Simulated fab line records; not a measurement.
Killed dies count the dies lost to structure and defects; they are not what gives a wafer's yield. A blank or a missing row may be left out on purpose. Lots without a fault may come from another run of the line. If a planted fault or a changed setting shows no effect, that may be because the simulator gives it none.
fab line records | flow n5-finfet | part 1 of 2: steps 1 to 23 of 30
record lots=5 | wafers=15 | last-day=17
route steps=1938 shown BEOL_M6@1203
lots untouched by any fault: they come from a run of this same line in which no faults occurred
start-h: start of the lot's first displayed wafer, in hours after the record's first day | wait-h: hours since the lot's step before | " unchanged from the row above | L1.1+2: one row covering several wafers at once | - value missing, or start not given | * or withheld: withheld | < > ~ a bound
route shown NAME@n: names a module that has steps shown in the file, with the first one's number in the route | usual: the fault-free wafers' mean and standard deviation | same: alike in all rows | chamber/n: place in a boat | sites: the reading at each site | _std_site: standard deviation of those values | _edge_site: the outer-site mean with the inner-site mean subtracted | radius-mm: how far each site lies from the wafer's centre | mask NAME#n: copy n | behind: the most recent tool/chamber to have shaped the wafer | hold: reason for holding the lot/hours on hold/outcome of the hold | device: the n, p or np transistor that did not switch | end of line: the route-end tests of the same wafers | a step given without rows: its recipe and nothing more | killed: dies lost to structure and defects at the first sort, not the wafer's yield | map: a wafer's dies, x killed, . not, _ none there
set.NAME: the setting that was run; set.NAME@STEP: the one run at that earlier step | model.NAME: the simulator's own value behind a step, which no gauge read
lots at some steps of the route; a table a step, a row a wafer
services: when a tool's chamber went out of use (start-h, in hours from the record's first day, below 0 if earlier), for how many hours, and the reason
## steps
# step N5_BEOL_M6_SOFTBAKE_06
# recipe temp-c=110 | time-s=60 | resist=CAR-ArF
lot.wafer  | tool           | chamber | start-h | wait-h
L076.3+4+6 | litho-track-04 | 0       | -       | -
L075.1+2+5 | litho-track-04 | 0       | -       | -
L082.2+3+6 | litho-track-03 | 0       | -       | -
L088.4+5+6 | litho-track-04 | 0       | -       | -
L090.3+4+5 | litho-track-03 | 0       | -       | -
# step N5_BEOL_M6_EXPOSE_08
# recipe mask-id=M6 | na=1.35 | source-shape=dipole | sigma-inner=0.817 | sigma-outer=0.97 | polarization=te | dose-mj=68.25
# usual focus-offset-nm=0.1/0.47
lot.wafer | tool            | chamber | start-h | wait-h | mask | focus-offset-nm
L076.3    | arfi-scanner-03 | 0       | 221.33  | -      | M6#0 | 0.4
L076.4    | "               | 0       | "       | "      | M6#0 | 0.5
L076.6    | "               | 0       | "       | "      | M6#0 | 0.4
L075.1    | arfi-scanner-01 | 0       | 221.51  | -      | M6#0 | 0.5
L075.2    | "               | 0       | "       | "      | M6#0 | 0.0
L075.5    | "               | 0       | "       | "      | M6#0 | 0.1
L082.2    | arfi-scanner-02 | 0       | 233.04  | -      | M6#0 | 0.5
L082.3    | "               | 0       | "       | "      | M6#0 | 1.3
L082.6    | "               | 0       | "       | "      | M6#0 | 0.3
L088.4    | arfi-scanner-02 | 0       | 292.68  | -      | M6#0 | -0.3
L088.5    | "               | 0       | "       | "      | M6#0 | -0.6
L088.6    | "               | 0       | "       | "      | M6#0 | 1.1
L090.3    | arfi-scanner-02 | 0       | 299.53  | -      | M6#0 | 0.5
L090.4    | "               | 0       | "       | "      | M6#0 | 0.7
L090.5    | "               | 0       | "       | "      | M6#0 | -0.4
# step N5_BEOL_M6_PEB_09
# recipe peb-temp-c=withheld | peb-time-s=60 | resist=CAR-ArF
lot.wafer  | tool           | chamber | start-h | wait-h
L076.3+4+6 | litho-track-02 | 0       | 221.38  | 0.0
L075.1+2+5 | litho-track-02 | 0       | 221.58  | 0.1
L082.2+3+6 | litho-track-04 | 0       | 233.09  | 0.0
L088.4+5+6 | litho-track-03 | 0       | 292.73  | 0.0
L090.3+4+5 | litho-track-04 | 0       | 299.58  | 0.0
# step N5_BEOL_M6_DEVELOP_10
# recipe develop-time-s=30 | developer=TMAH | resist=CAR-ArF | rinse-liquid=diw | dry=air-spin | dev-temp-c=23
# usual developer-temp-C=22.99/0.13
lot.wafer | tool           | chamber | start-h | wait-h | developer-temp-C
L076.3    | litho-track-02 | 0       | -       | -      | 22.91
L076.4    | "              | 0       | "       | "      | 22.67
L076.6    | "              | 0       | "       | "      | 22.80
L075.1    | litho-track-02 | 0       | -       | -      | 23.07
L075.2    | "              | 0       | "       | "      | 22.87
L075.5    | "              | 0       | "       | "      | 22.97
L082.2    | litho-track-04 | 0       | -       | -      | 22.97
L082.3    | "              | 0       | "       | "      | 23.09
L082.6    | "              | 0       | "       | "      | 22.89
L088.4    | litho-track-03 | 0       | -       | -      | 23.05
L088.5    | "              | 0       | "       | "      | 23.05
L088.6    | "              | 0       | "       | "      | 23.06
L090.3    | litho-track-04 | 0       | -       | -      | 23.02
L090.4    | "              | 0       | "       | "      | 23.04
L090.5    | "              | 0       | "       | "      | 23.06
# step N5_BEOL_M6_CD_MEAS_11
# recipe target-cd-nm=38.5 | landing-energy-ev=500 | detector=se-inlens | polarity=opening
# usual cd-nm=38.6/0.47
# same landing-energy-ev=500
lot.wafer | tool      | chamber | start-h | wait-h | cd-nm
L076.3    | cd-sem-01 | 0       | 221.45  | -      | 39.5
L076.4    | "         | 0       | "       | "      | 39.2
L076.6    | "         | 0       | "       | "      | 38.8
L075.1    | cd-sem-02 | 0       | 221.64  | -      | 38.2
L075.2    | "         | 0       | "       | "      | 38.3
L075.5    | "         | 0       | "       | "      | 38.9
L082.2    | cd-sem-01 | 0       | 233.16  | -      | 39.2
L082.3    | "         | 0       | "       | "      | 38.4
L082.6    | "         | 0       | "       | "      | 38.8
L088.4    | cd-sem-03 | 0       | 292.80  | -      | 38.5
L088.5    | "         | 0       | "       | "      | 38.0
L088.6    | "         | 0       | "       | "      | 37.6
L090.3    | cd-sem-01 | 0       | 299.65  | -      | 39.4
L090.4    | "         | 0       | "       | "      | 38.4
L090.5    | "         | 0       | "       | "      | 39.0
# step N5_BEOL_M6_OVL_MEAS_12
# recipe points-per-wafer=44
# usual M6_OVL=-0.1/0.83
lot.wafer | tool       | chamber | start-h | wait-h | M6_OVL[nm]
L076.3    | overlay-01 | 0       | 221.47  | 0.0    | -0.5
L076.4    | "          | 0       | "       | "      | 0.1
L076.6    | "          | 0       | "       | "      | 0.2
L075.1    | overlay-02 | 0       | 221.67  | 0.0    | -0.8
L075.2    | "          | 0       | "       | "      | -0.9
L075.5    | "          | 0       | "       | "      | 0.1
L082.2    | overlay-02 | 0       | 233.19  | 0.0    | -1.4
L082.3    | "          | 0       | "       | "      | 0.8
L082.6    | "          | 0       | "       | "      | -0.7
L088.4    | overlay-02 | 0       | 292.82  | 0.0    | -0.6
L088.5    | "          | 0       | "       | "      | 0.3
L088.6    | "          | 0       | "       | "      | -0.6
L090.3    | overlay-02 | 0       | 299.68  | 0.0    | -0.7
L090.4    | "          | 0       | "       | "      | -0.7
L090.5    | "          | 0       | "       | "      | 0.6
# step N5_BEOL_M6_INSPECT_13
# recipe mode=adi | inspect-instrument=brightfield
# usual raw-defect-count=405/91
lot.wafer | tool              | chamber | start-h | wait-h | raw-defect-count
L076.3    | defect-inspect-01 | -       | 221.50  | 0.0    | 521
L076.4    | "                 | -       | "       | "      | 473
L076.6    | "                 | -       | "       | "      | 329
L075.1    | defect-inspect-01 | -       | 221.70  | 0.0    | 559
L075.2    | "                 | -       | "       | "      | 339
L075.5    | "                 | -       | "       | "      | 552
L082.2    | defect-inspect-02 | -       | 233.21  | 0.0    | 542
L082.3    | "                 | -       | "       | "      | 296
L082.6    | "                 | -       | "       | "      | 354
L088.4    | defect-inspect-02 | -       | 292.85  | 0.0    | 376
L088.5    | "                 | -       | "       | "      | 241
L088.6    | "                 | -       | "       | "      | 290
L090.3    | defect-inspect-01 | -       | 299.70  | 0.0    | 286
L090.4    | "                 | -       | "       | "      | 247
L090.5    | "                 | -       | "       | "      | 341
# step N5_BEOL_M6_DESCUM_16
# recipe chemistry=O2 | time-s=7.9 | source-power-w=50 | bias-power-w=20 | pressure-mtorr=20 | rf-frequency-hz=2.712e+07 | temp-c=40 | resist=CAR-ArF | o2-flow-sccm=225
# usual drypump-motor-current-A=5.7/0.46 | oes-product-au=0.81/0.088 | rf-vpp-V=242.6/1.2 | showerhead-plenum-p-Torr=2.06/0.063 | temp-c=40.01/0.11 | throttle-valve-pct=20.45/0.26
lot.wafer | tool        | chamber | start-h | wait-h | drypump-motor-current-A | oes-product-au | rf-hours-counter-h | rf-vpp-V | showerhead-plenum-p-Torr | temp-c | throttle-valve-pct
L076.3    | rie-diel-06 | 3       | 221.60  | 0.1    | 6.0                     | 0.65           | 242                | 241.6    | 2.09                     | 39.97  | 20.99
L076.4    | "           | 3       | "       | "      | 6.0                     | 0.66           | -                  | 243.7    | 2.09                     | 40.07  | 20.97
L076.6    | "           | 2       | "       | "      | 4.9                     | 0.90           | -                  | 242.6    | 2.12                     | 40.04  | 20.60
L075.1    | rie-diel-06 | 0       | 222.11  | 0.4    | 5.8                     | 0.78           | 130                | 242.2    | 1.99                     | 40.41  | 20.01
L075.2    | "           | 3       | "       | "      | 6.0                     | 0.66           | 243                | 242.7    | 2.09                     | 40.00  | 20.97
L075.5    | "           | 2       | "       | "      | 4.9                     | 0.89           | -                  | 243.6    | 2.12                     | 40.23  | 20.58
L082.2    | rie-diel-01 | 2       | 233.25  | 0.0    | 5.8                     | 0.87           | 45                 | 242.6    | 2.06                     | 40.08  | 20.67
L082.3    | "           | 0       | "       | "      | 4.8                     | 0.66           | 248                | 241.4    | 2.05                     | 40.17  | 20.80
L082.6    | "           | 2       | "       | "      | 5.8                     | 0.87           | -                  | 243.9    | 2.06                     | 40.15  | 20.66
L088.4    | rie-diel-01 | 1       | 293.09  | 0.2    | 6.3                     | 0.87           | 39                 | 242.8    | 2.05                     | 40.11  | 20.37
L088.5    | "           | 0       | "       | "      | 4.8                     | 0.91           | -                  | 241.9    | 2.05                     | 39.77  | 20.54
L088.6    | "           | 3       | "       | "      | 6.1                     | 0.79           | -                  | 241.8    | 2.02                     | 40.02  | 20.10
L090.3    | rie-diel-01 | 1       | 299.73  | 0.0    | 6.3                     | 0.86           | 40                 | 242.4    | 2.05                     | 40.00  | 20.38
L090.4    | "           | 3       | "       | "      | 6.1                     | 0.79           | 117                | 242.0    | 2.02                     | 39.98  | 20.13
L090.5    | "           | 1       | "       | "      | 6.3                     | 0.87           | -                  | 242.0    | 2.05                     | 39.94  | 20.38
# step N5_BEOL_M6_ETCH_61
# recipe chemistry=CF4 | target=SiARC | target-depth-a=455 | mask-material=CAR-ArF | time-s=75.8 | ion-energy-ev=80 | pressure-mtorr=40 | source-w=545 | bias-w=36 | Ar_flow_sccm=100 | cf4-flow-sccm=100 | ends=cleared
# usual drypump-motor-current-A=5.7/0.46 | etch-rf-on-time-s=75.4/1.8 | oes-product-au=0.70/0.074 | rf-vpp-V=183.7/1 | showerhead-plenum-p-Torr=2.11/0.053 | throttle-valve-pct=15.56/0.24
lot.wafer | tool        | chamber | start-h | wait-h | drypump-motor-current-A | etch-rf-on-time-s | oes-product-au | rf-hours-counter-h | rf-vpp-V | showerhead-plenum-p-Torr | throttle-valve-pct
L076.3    | rie-diel-06 | 3       | 221.63  | 0.0    | 6.0                     | 77.5              | 0.56           | 242                | 183.7    | 2.11                     | 15.98
L076.4    | "           | 3       | "       | "      | 6.0                     | 77.5              | 0.57           | -                  | 184.3    | 2.11                     | 16.01
L076.6    | "           | 2       | "       | "      | 4.9                     | 73.3              | 0.78           | -                  | 185.0    | 2.16                     | 15.64
L075.1    | rie-diel-06 | 0       | 222.15  | 0.0    | 5.7                     | 75.2              | 0.66           | 130                | 184.0    | 2.07                     | 15.36
L075.2    | "           | 3       | "       | "      | 6.0                     | 77.6              | 0.56           | 243                | 183.3    | 2.11                     | 16.01
L075.5    | "           | 2       | "       | "      | 4.9                     | 74.3              | 0.76           | -                  | 184.2    | 2.16                     | 15.67
L082.2    | rie-diel-01 | 2       | 233.28  | 0.0    | 5.8                     | 78.9              | 0.72           | 45                 | 182.7    | 2.09                     | 15.58
L082.3    | "           | 0       | "       | "      | 4.8                     | 73.5              | 0.58           | 248                | 182.9    | 2.13                     | 16.15
L082.6    | "           | 2       | "       | "      | 5.8                     | 78.9              | 0.72           | -                  | 182.4    | 2.09                     | 15.59
L088.4    | rie-diel-01 | 1       | 293.12  | 0.0    | 6.3                     | 75.9              | 0.75           | 39                 | 184.8    | 2.08                     | 15.37
L088.5    | "           | 0       | "       | "      | 4.9                     | 73.2              | 0.79           | -                  | 182.8    | 2.12                     | 15.72
L088.6    | "           | 3       | "       | "      | 6.1                     | 75.3              | 0.68           | -                  | 182.1    | 2.07                     | 15.24
L090.3    | rie-diel-01 | 1       | 299.77  | 0.0    | 6.3                     | 76.3              | 0.74           | 40                 | 183.7    | 2.08                     | 15.38
L090.4    | "           | 3       | "       | "      | 6.1                     | 74.0              | 0.68           | 117                | 183.5    | 2.06                     | 15.24
L090.5    | "           | 1       | "       | "      | 6.3                     | 76.4              | 0.74           | -                  | 184.1    | 2.08                     | 15.38
# step N5_BEOL_M6_ETCH_62
# recipe chemistry=N2/H2 | target=SOC | target-depth-a=1100 | overetch-a=220 | mask-material=SiARC | temp-c=40 | time-s=165 | ion-energy-ev=200 | pressure-mtorr=30 | source-w=840 | bias-w=150 | n2-flow-sccm=200 | h2-flow-sccm=200
# usual drypump-motor-current-A=5.7/0.46 | oes-product-au=0.69/0.071 | rf-vpp-V=522.7/2 | showerhead-plenum-p-Torr=2.50/0.07 | temp-c=40.02/0.12 | throttle-valve-pct=17.77/0.28
lot.wafer | tool        | chamber | start-h | wait-h | drypump-motor-current-A | oes-product-au | rf-hours-counter-h | rf-vpp-V | showerhead-plenum-p-Torr | temp-c | throttle-valve-pct
L076.3    | rie-diel-06 | 3       | 221.69  | 0.0    | 6.0                     | 0.56           | 242                | 521.5    | 2.50                     | 40.01  | 18.18
L076.4    | "           | 3       | "       | "      | 6.0                     | 0.57           | -                  | 523.9    | 2.50                     | 40.10  | 18.18
L076.6    | "           | 2       | "       | "      | 4.9                     | 0.75           | -                  | 524.8    | 2.59                     | 39.99  | 18.04
L075.1    | rie-diel-06 | 0       | 222.20  | 0.0    | 5.8                     | 0.65           | 130                | 523.3    | 2.43                     | 40.11  | 17.47
L075.2    | "           | 3       | "       | "      | 6.0                     | 0.56           | 243                | 522.9    | 2.50                     | 40.06  | 18.19
L075.5    | "           | 2       | "       | "      | 4.9                     | 0.74           | -                  | 524.1    | 2.59                     | 40.14  | 18.04
L082.2    | rie-diel-01 | 2       | 233.34  | 0.0    | 5.8                     | 0.73           | 45                 | 521.9    | 2.46                     | 39.84  | 17.71
L082.3    | "           | 0       | "       | "      | 4.9                     | 0.57           | 248                | 522.1    | 2.50                     | 40.15  | 18.23
L082.6    | "           | 2       | "       | "      | 5.8                     | 0.74           | -                  | 521.5    | 2.46                     | 40.06  | 17.70
L088.4    | rie-diel-01 | 1       | 293.18  | 0.0    | 6.3                     | 0.73           | 39                 | 523.7    | 2.46                     | 40.10  | 17.48
L088.5    | "           | 0       | "       | "      | 4.9                     | 0.77           | -                  | 521.1    | 2.49                     | 39.76  | 17.88
L088.6    | "           | 3       | "       | "      | 6.1                     | 0.67           | -                  | 520.6    | 2.45                     | 40.15  | 17.47
L090.3    | rie-diel-01 | 1       | 299.82  | 0.0    | 6.3                     | 0.74           | 40                 | 522.9    | 2.46                     | 40.11  | 17.48
L090.4    | "           | 3       | "       | "      | 6.1                     | 0.67           | 117                | 522.4    | 2.45                     | 40.05  | 17.46
L090.5    | "           | 1       | "       | "      | 6.3                     | 0.73           | -                  | 522.6    | 2.46                     | 40.09  | 17.48
# step N5_BEOL_M6_STRIP_68
# recipe chemistry=N2/H2 | temp-c=40 | n2-flow-sccm=200 | h2-flow-sccm=200 | rf-frequency-hz=6e+07
lot.wafer  | tool        | chamber | start-h | wait-h
L076.3+4+6 | rie-diel-06 | 3,3,2   | 221.82  | 0.1
L075.1+2+5 | rie-diel-06 | 0,3,2   | 222.34  | 0.1
L082.2+3+6 | rie-diel-01 | 2,0,2   | 233.47  | 0.1
L088.4+5+6 | rie-diel-01 | 1,0,3   | 293.32  | 0.1
L090.3+4+5 | rie-diel-01 | 1,3,1   | 299.96  | 0.1
# step N5_BEOL_M6_STRIP_67
# recipe chemistry=CF4 | resist=SiARC | power-w=300 | bias-power-w=75 | pressure-mtorr=50 | cf4-flow-sccm=150 | rf-frequency-hz=6e+07
# usual drypump-motor-current-A=5.7/0.46 | oes-product-au=0.81/0.084 | rf-vpp-V=270.5/1.3 | showerhead-plenum-p-Torr=1.76/0.043 | throttle-valve-pct=13.52/0.24
lot.wafer | tool        | chamber | start-h | wait-h | drypump-motor-current-A | oes-product-au | rf-hours-counter-h | rf-vpp-V | showerhead-plenum-p-Torr | throttle-valve-pct
L076.3    | rie-diel-06 | 3       | 221.83  | 0.0    | 6.0                     | 0.67           | 243                | 272.5    | 1.77                     | 14.02
L076.4    | "           | 3       | "       | "      | 6.0                     | 0.67           | -                  | 270.8    | 1.77                     | 14.02
L076.6    | "           | 2       | "       | "      | 4.9                     | 0.88           | -                  | 271.8    | 1.80                     | 13.55
L075.1    | rie-diel-06 | 0       | 222.35  | 0.0    | 5.8                     | 0.77           | 130                | 269.4    | 1.73                     | 13.35
L075.2    | "           | 3       | "       | "      | 6.0                     | 0.67           | 243                | 271.8    | 1.77                     | 14.01
L075.5    | "           | 2       | "       | "      | 4.9                     | 0.88           | -                  | 270.7    | 1.80                     | 13.56
L082.2    | rie-diel-01 | 2       | 233.48  | 0.0    | 5.7                     | 0.86           | 45                 | 269.3    | 1.76                     | 13.52
L082.3    | "           | 0       | "       | "      | 4.8                     | 0.67           | 248                | 269.9    | 1.78                     | 14.12
L082.6    | "           | 2       | "       | "      | 5.7                     | 0.87           | -                  | 269.8    | 1.76                     | 13.53
L088.4    | rie-diel-01 | 1       | 293.33  | 0.0    | 6.3                     | 0.88           | 39                 | 270.1    | 1.74                     | 13.31
L088.5    | "           | 0       | "       | "      | 4.8                     | 0.90           | -                  | 269.8    | 1.78                     | 13.60
L088.6    | "           | 3       | "       | "      | 6.1                     | 0.79           | -                  | 269.8    | 1.73                     | 13.22
L090.3    | rie-diel-01 | 1       | 299.97  | 0.0    | 6.3                     | 0.86           | 40                 | 270.1    | 1.74                     | 13.31
L090.4    | "           | 3       | "       | "      | 6.1                     | 0.79           | 117                | 270.3    | 1.73                     | 13.21
L090.5    | "           | 1       | "       | "      | 6.3                     | 0.88           | -                  | 269.3    | 1.74                     | 13.31
# step N5_BEOL_M6_HM_OPEN_17
# recipe chemistry=Cl2/BCl3 | target-depth-a=200 | overetch-a=60 | target=TiN | mask-material=SOC | ion-energy-ev=150 | pressure-mtorr=10 | icp-w=1000 | bias-w=126 | Cl2_flow_sccm=53.25 | bcl3-flow-sccm=21.75 | Ar_flow_sccm=25
# usual drypump-motor-current-A=5.8/0.46 | oes-product-au=0.70/0.065 | throttle-valve-pct=22.20/0.23
lot.wafer | tool         | chamber | start-h | wait-h | drypump-motor-current-A | oes-product-au | rf-hours-counter-h | throttle-valve-pct
L076.3    | rie-metal-03 | 0       | 221.90  | 0.1    | 5.7                     | 0.78           | -                  | 22.02
L076.4    | "            | 1       | "       | "      | 5.8                     | 0.77           | -                  | 21.90
L076.6    | "            | 0       | "       | "      | 5.7                     | 0.78           | -                  | 22.03
L075.1    | rie-metal-02 | 0       | 222.39  | 0.0    | 5.1                     | 0.73           | 14                 | 22.29
L075.2    | "            | 1       | "       | "      | 6.4                     | 0.77           | 15                 | 22.14
L075.5    | "            | 0       | "       | "      | 5.1                     | 0.73           | -                  | 22.28
L082.2    | rie-metal-03 | 1       | 233.53  | 0.0    | 5.8                     | 0.76           | 11                 | 21.89
L082.3    | "            | 0       | "       | "      | 5.7                     | 0.78           | -                  | 22.00
L082.6    | "            | 1       | "       | "      | 5.8                     | 0.77           | -                  | 21.88
L088.4    | rie-metal-01 | 0       | 293.40  | 0.1    | 5.7                     | 0.63           | -                  | 22.04
L088.5    | "            | 1       | "       | "      | 6.2                     | 0.59           | -                  | 22.64
L088.6    | "            | 0       | "       | "      | 5.7                     | 0.62           | -                  | 22.10
L090.3    | rie-metal-02 | 1       | 300.05  | 0.1    | 6.4                     | 0.74           | -                  | 22.18
L090.4    | "            | 0       | "       | "      | 5.0                     | 0.71           | -                  | 22.33
L090.5    | "            | 0       | "       | "      | 5.1                     | 0.71           | -                  | 22.32
# step N5_BEOL_M6_STRIP_19
# recipe chemistry=O2 | power-w=400 | temp-c=40 | pressure-mtorr=30 | rf-frequency-hz=6e+07 | bias-power-w=0 | overash-fraction=0.2 | o2-flow-sccm=225
# usual drypump-motor-current-A=5.7/0.42 | oes-product-au=0.81/0.085 | rf-vpp-V=3.6/0.54 | showerhead-plenum-p-Torr=2.08/0.076 | temp-c=40.01/0.12 | throttle-valve-pct=16.67/0.25
lot.wafer | tool        | chamber | start-h | wait-h | drypump-motor-current-A | oes-product-au | rf-hours-counter-h | rf-vpp-V | showerhead-plenum-p-Torr | temp-c | throttle-valve-pct
L076.3    | rie-diel-06 | 3       | 222.07  | 0.1    | 6.0                     | 0.65           | 243                | 3.3      | 2.09                     | 39.82  | 17.20
L076.4    | "           | 3       | "       | "      | 5.9                     | 0.66           | -                  | 3.2      | 2.09                     | 39.97  | 17.20
L076.6    | "           | 2       | "       | "      | 4.9                     | 0.89           | -                  | 3.9      | 2.13                     | 40.03  | 16.80
L075.1    | rie-diel-06 | 0       | 222.51  | 0.1    | 5.7                     | 0.77           | 130                | 4.4      | 2.00                     | 39.93  | 16.31
L075.2    | "           | 2       | "       | "      | 4.9                     | 0.89           | 54                 | 3.9      | 2.13                     | 39.80  | 16.79
L075.5    | "           | 3       | "       | "      | 6.0                     | 0.66           | -                  | 4.2      | 2.09                     | 39.97  | 17.19
L082.2    | rie-diel-01 | 1       | 233.64  | 0.1    | 6.3                     | 0.93           | 15                 | 3.6      | 2.06                     | 39.83  | 16.51
L082.3    | "           | 3       | "       | "      | 6.1                     | 0.82           | 93                 | 4.0      | 2.03                     | 40.04  | 16.31
L082.6    | "           | 2       | "       | "      | 5.7                     | 0.88           | -                  | 2.1      | 2.07                     | 40.02  | 16.80
L088.4    | rie-diel-03 | 0       | 293.48  | 0.1    | 5.2                     | 0.69           | 225                | 3.5      | 1.97                     | 39.91  | 16.65
L088.5    | "           | 1       | "       | "      | 5.9                     | 0.84           | -                  | 3.8      | 2.15                     | 39.91  | 16.36
L088.6    | "           | 2       | "       | "      | 5.8                     | 0.91           | -                  | 3.4      | 2.25                     | 40.21  | 16.68
L090.3    | rie-diel-01 | 2       | 300.36  | 0.3    | 5.7                     | 0.84           | 71                 | 4.3      | 2.06                     | 40.01  | 16.84
L090.4    | "           | 0       | "       | "      | 4.8                     | 0.90           | 14                 | 4.1      | 2.05                     | 40.03  | 16.67
L090.5    | "           | 1       | "       | "      | 6.3                     | 0.87           | -                  | 3.3      | 2.05                     | 40.00  | 16.57
# step N5_BEOL_M6_CD_MEAS_18
# recipe pitch-nm=80 | target-cd-nm=40
# usual cd-nm=40.1/0.6
lot.wafer | tool      | chamber | start-h | wait-h | cd-nm
L076.3    | cd-sem-02 | -       | 222.15  | 0.1    | 41.5
L076.4    | "         | -       | "       | "      | 41.4
L076.6    | "         | -       | "       | "      | 40.9
L075.1    | cd-sem-01 | -       | 222.58  | 0.0    | 39.7
L075.2    | "         | -       | "       | "      | 39.8
L075.5    | "         | -       | "       | "      | 40.6
L082.2    | cd-sem-02 | -       | 233.71  | 0.1    | 40.0
L082.3    | "         | -       | "       | "      | 39.9
L082.6    | "         | -       | "       | "      | 40.3
L088.4    | cd-sem-01 | -       | 293.55  | 0.1    | 39.8
L088.5    | "         | -       | "       | "      | 39.4
L088.6    | "         | -       | "       | "      | 40.1
L090.3    | cd-sem-01 | -       | 300.43  | 0.1    | 40.7
L090.4    | "         | -       | "       | "      | 40.3
L090.5    | "         | -       | "       | "      | 40.5
# step N5_BEOL_M6_COAT_63
# recipe resist=SOC | temp-c=250 | time-s=60 | spin-rpm=1500 | resist-thk-nm=60
lot.wafer  | tool           | chamber | start-h | wait-h
L076.3+4+6 | litho-track-02 | 0       | 222.83  | 0.7
L075.1+2+5 | litho-track-04 | 0       | 223.39  | 0.8
L082.2+3+6 | litho-track-02 | 0       | 235.00  | 1.3
L088.4+5+6 | litho-track-04 | 0       | 298.40  | 4.8
L090.3+4+5 | litho-track-03 | 0       | 300.88  | 0.5
# step N5_BEOL_M6_COAT_64
# recipe resist=SiARC | temp-c=220 | time-s=60 | spin-rpm=1500 | resist-thk-nm=12
lot.wafer  | tool           | chamber | start-h | wait-h
L076.3+4+6 | litho-track-02 | 0       | -       | -
L075.1+2+5 | litho-track-04 | 0       | -       | -
L082.2+3+6 | litho-track-02 | 0       | -       | -
L088.4+5+6 | litho-track-04 | 0       | -       | -
L090.3+4+5 | litho-track-03 | 0       | -       | -
# step N5_BEOL_M6_COAT_71
# recipe resist=underlayer | temp-c=205 | time-s=60 | spin-rpm=1500 | resist-thk-nm=5
lot.wafer  | tool           | chamber | start-h | wait-h
L076.3+4+6 | litho-track-02 | 0       | -       | -
L075.1+2+5 | litho-track-04 | 0       | -       | -
L082.2+3+6 | litho-track-02 | 0       | -       | -
L088.4+5+6 | litho-track-04 | 0       | -       | -
L090.3+4+5 | litho-track-03 | 0       | -       | -
# step N5_BEOL_M6_COAT_22
# recipe resist=CAR-EUV | spin-rpm=1500 | resist-thk-nm=30
lot.wafer  | tool           | chamber | start-h | wait-h
L076.3+4+6 | litho-track-02 | 0       | -       | -
L075.1+2+5 | litho-track-04 | 0       | -       | -
L082.2+3+6 | litho-track-02 | 0       | -       | -
L088.4+5+6 | litho-track-04 | 0       | -       | -
L090.3+4+5 | litho-track-03 | 0       | -       | -
# step N5_BEOL_M6_EBR_24
# recipe solvent=PGMEA | ebr-width-mm=1.5
lot.wafer  | tool           | chamber | start-h | wait-h
L076.3+4+6 | litho-track-02 | 0       | -       | -
L075.1+2+5 | litho-track-04 | 0       | -       | -
L082.2+3+6 | litho-track-02 | 0       | -       | -
L088.4+5+6 | litho-track-04 | 0       | -       | -
L090.3+4+5 | litho-track-03 | 0       | -       | -
# step N5_BEOL_M6_SOFTBAKE_23
# recipe temp-c=110 | time-s=60 | resist=CAR-EUV
lot.wafer  | tool           | chamber | start-h | wait-h
L076.3+4+6 | litho-track-02 | 0       | -       | -
L075.1+2+5 | litho-track-04 | 0       | -       | -
L082.2+3+6 | litho-track-02 | 0       | -       | -
L088.4+5+6 | litho-track-04 | 0       | -       | -
L090.3+4+5 | litho-track-03 | 0       | -       | -
# step N5_BEOL_M6_EXPOSE_25
# recipe mask-id=V5 | na=0.33 | source-shape=annular | sigma-inner=0.4 | sigma-outer=0.8 | polarization=unpolarized | target-cd-nm=40 | dose-mj=45
# usual focus-offset-nm=0.0/0.6
lot.wafer | tool           | chamber | start-h | wait-h | mask | focus-offset-nm
L076.3    | euv-scanner-01 | 0       | 223.11  | -      | V5#0 | 0.8
L076.4    | "              | 0       | "       | "      | V5#0 | 0.0
L076.6    | "              | 0       | "       | "      | V5#0 | 0.6
L075.1    | euv-scanner-02 | 0       | 223.65  | -      | V5#0 | -0.9
L075.2    | "              | 0       | "       | "      | V5#0 | -0.6
L075.5    | "              | 0       | "       | "      | V5#0 | -0.3
L082.2    | euv-scanner-02 | 0       | 235.27  | -      | V5#0 | 0.2
L082.3    | "              | 0       | "       | "      | V5#0 | 0.2
L082.6    | "              | 0       | "       | "      | V5#0 | -0.6
L088.4    | euv-scanner-01 | 0       | 298.65  | -      | V5#0 | 0.1
L088.5    | "              | 0       | "       | "      | V5#0 | -0.5
L088.6    | "              | 0       | "       | "      | V5#0 | 0.0
L090.3    | euv-scanner-02 | 0       | 301.16  | -      | V5#0 | -0.1
L090.4    | "              | 0       | "       | "      | V5#0 | 0.1
L090.5    | "              | 0       | "       | "      | V5#0 | 0.4
# step N5_BEOL_M6_PEB_26
# recipe peb-temp-c=100 | peb-time-s=60 | resist=CAR-EUV
lot.wafer  | tool           | chamber | start-h | wait-h
L076.3+4+6 | litho-track-02 | 0       | 223.16  | 0.0
L075.1+2+5 | litho-track-04 | 0       | 223.72  | 0.1
L082.2+3+6 | litho-track-03 | 0       | 235.33  | 0.1
L088.4+5+6 | litho-track-03 | 0       | 298.69  | 0.0
L090.3+4+5 | litho-track-03 | 0       | 301.21  | 0.0
